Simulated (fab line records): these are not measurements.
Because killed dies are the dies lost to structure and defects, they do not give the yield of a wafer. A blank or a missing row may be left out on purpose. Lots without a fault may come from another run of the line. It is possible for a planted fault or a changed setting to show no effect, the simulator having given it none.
A lot that was struck, set against a sound lot / flow nand-harc / 13 out of 1302 route steps
Sound: these wafers, L931.3, L931.4, L931.6. Wafers L937.1, L937.2, L937.3 were the ones struck. The cause is given at the end.
At each step with rows: each side's tool, then ch and its chambers, then its first start. Under that, the readings that differ: sound wafers / struck wafers / difference of the means / sigmas: that difference in standard deviations of wafers without a fault.
alike: readings whose means differ by less than 2 such deviations, and words and numbers that are the same on both sides. not compared: withheld readings, readings that some wafer has no value for, bounds like >300 that may hide the same value, and numbers for which the record gives no deviation and whose values overlap.
The two part at a step that has a row with sigmas, a row that says differs or no value, or rows on one side only. Numbers that don't overlap but have no deviation are shown without sigmas and don't part them. A reading missing from all wafers of one side parts the sides only when that side holds two or more wafers.

first, 4 steps without rows for these wafers: NHARC_A_STAIRCASE_STRIP_317 (strips in SPM, time 900 s); NHARC_A_STAIRCASE_PRECLEAN_318 (cleans in SC1); NHARC_A_STAIRCASE_SRD_329; NHARC_A_STAIRCASE_ALD_415 (deposits SiO2, target thk 30 nm, pulse time 6 s, ald cycles 300).
NHARC_A_STAIRCASE_ETCHBACK_416: etches the open film in C4F8/O2/Ar, target depth 36 nm, time 7.2 s.
  sound on rie-diel-03 ch 0,1,2; struck on rie-diel-02 ch 0,2,3
  alike: oes-product-au, rf-vpp-V
  not compared: rf-hours-counter-h
NHARC_A_STAIRCASE_STRIP_476: strips in O2, time 20 s.
  sound on rie-diel-03 ch 0,2,3, day 19 01:55; struck on rie-diel-02 ch 1,2,3, day 22 02:33
reading=drypump-motor-current-A (A); sound=6.3 6.7 6.4; struck=5.8 5.5 5.8; difference=-0.8; sigmas=-2
  alike: mfc-ar-sccm, oes-product-au, rf-vpp-V, showerhead-plenum-p-Torr, throttle-valve-pct
  not compared: rf-hours-counter-h
NHARC_A_STAIRCASE_DEP_417: deposits Si3N4, target thk 60 nm.
  sound on pecvd-04 ch 1,2, day 19 02:10; struck on pecvd-04 ch 0,1,2, day 22 02:39
  alike: heater-power-w
  not compared: since-wet-clean-h
then, 3 steps without rows for these wafers: NHARC_A_STAIRCASE_WET_418 (chemistry H3PO4, target depth 20 nm); NHARC_A_STAIRCASE_PRECLEAN_419 (cleans in SC1); NHARC_A_STAIRCASE_SRD_421.
NHARC_A_STAIRCASE_ALD_420: deposits SiO2, target thk 20 nm, pulse time 6 s, ald cycles 200.
  sound on ald-hk-02 ch 1,3, day 19 04:59; struck on ald-hk-01 ch 1,2,3, day 22 05:22
  alike: heater-power-w, precursor-pulse-height-rel
  not compared: since-wet-clean-h
NHARC_A_STAIRCASE_CVD_552: deposits SiNx, target thk 40 nm.
  sound on lpcvd-01 ch 0, day 19 07:46; struck on lpcvd-02 ch 0, day 22 16:17
NHARC_A_STAIRCASE_DEP_151: deposits SiO2, target thk 7200 nm.
  sound on pecvd-03 ch 0,1,2, day 19 11:30; struck on pecvd-03 ch 0,1,2, day 22 20:11
  alike: heater-power-w
  not compared: since-wet-clean-h

## WHERE THEY PART
Only at NHARC_A_STAIRCASE_STRIP_476, as far as this record shows. Later steps at which nothing parts them and some readings are alike: NHARC_A_STAIRCASE_DEP_417, NHARC_A_STAIRCASE_ALD_420, NHARC_A_STAIRCASE_DEP_151.

WHY: what the simulator had put in
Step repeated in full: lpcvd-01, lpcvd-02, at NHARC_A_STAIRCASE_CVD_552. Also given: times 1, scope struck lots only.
